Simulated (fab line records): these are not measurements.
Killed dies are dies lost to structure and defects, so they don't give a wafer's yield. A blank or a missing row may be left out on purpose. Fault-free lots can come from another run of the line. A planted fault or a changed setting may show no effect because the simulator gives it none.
A single fault, viewed from 2 desks | flow n5Finfet | every desk sees just its own numbers, and what lay behind them comes last

== AT THE METROLOGY DESK ==
What the gauges read, lot by lot, whatever tool the lot ran on: means of the sampled wafers that have a number. A lot is out of limits, marked OUT, if its mean lies more than 4 standard deviations from the usual mean; the brackets give that distance. 7 of its 11 readings are shown, namely those furthest out on some lot.
Columns: A = CJ_N at N5_BEOL_M4_RC_MEAS_101, usual 4.33; B = IOFF_N at N5_BEOL_M4_RC_MEAS_101, usual 0.17 nA/um; C = IOFF_P at N5_BEOL_M4_RC_MEAS_101, usual 0.22 nA/um; D = ION_N at N5_BEOL_M4_RC_MEAS_101, usual 679 uA/um; E = ION_P at N5_BEOL_M4_RC_MEAS_101, usual 465 uA/um; F = VT_N at N5_BEOL_M4_RC_MEAS_101, usual 249 mV; G = VT_P at N5_BEOL_M4_RC_MEAS_101, usual -249 mV
lot  | first seen here | A    | B    | C    | D   | E   | F   | G
L210 | day 10 13:54    | 4.44 | 0.18 | 0.23 | 684 | 468 | 246 | -249
L209 | day 10 21:20    | 4.24 | 0.13 | 0.17 | 660 | 452 | 254 | -256
L218 | day 13 16:23    | 4.21 | 0.18 | 0.21 | 669 | 455 | 249 | -253
L223 | day 14 08:27    | 4.29 | 0.19 | 0.27 | 680 | 471 | 246 | -246
L221 | day 15 05:56    | 4.32 | 0.16 | 0.24 | 682 | 472 | 249 | -246
L230 | day 15 15:10    | 4.33 | 0.13 | 0.16 | 667 | 449 | 253 | -258
L227 | day 16 03:49    | 4.10 | 0.16 | 0.22 | 680 | 466 | 250 | -251
L229 | day 16 07:55    | 4.35 | 0.15 | 0.18 | 675 | 459 | 250 | -253
L231 | day 16 15:03    | 4.14 | 0.24 | 0.34 | 709 | 489 | 242 | -239
L232 | day 16 17:29    | 4.34 | 0.14 | 0.19 | 659 | 452 | 250 | -253
Result from this desk: across the 10 lots, nothing is out of limits.

== TOOL OWNER'S DESK, pecvd-03 ==
The tool's own readings at N5_ZERO_LAYER_PECVD_02 (deposits SiO2 from SiH4/N2O, target thk 10 nm, time 6 s): means of the sampled wafers that have a number, for each lot that ran on this tool. A lot is out of limits, marked OUT, if its mean lies more than 4 standard deviations from the usual mean; the brackets give that distance.
Columns: A = heaterPowerW at N5_ZERO_LAYER_PECVD_02, usual 879 W; B = showerheadPlenumPTorr at N5_ZERO_LAYER_PECVD_02, usual 8.03 Torr
lot  | first seen here | A   | B
L209 | day 1 12:17     | 929 | 7.88
L210 | day 1 18:17     | 926 | 7.99
L218 | day 3 18:17     | 870 | 8.14
L229 | day 6 12:17     | 876 | 7.99
Result from this desk: across the 4 lots, nothing is out of limits.

== ALL TOGETHER ==
At the metrology desk, nothing out of limits was observed.
Nothing out of limits was seen by the tool owner's desk.

== WHAT HAD BEEN PUT IN BY THE SIMULATOR ==
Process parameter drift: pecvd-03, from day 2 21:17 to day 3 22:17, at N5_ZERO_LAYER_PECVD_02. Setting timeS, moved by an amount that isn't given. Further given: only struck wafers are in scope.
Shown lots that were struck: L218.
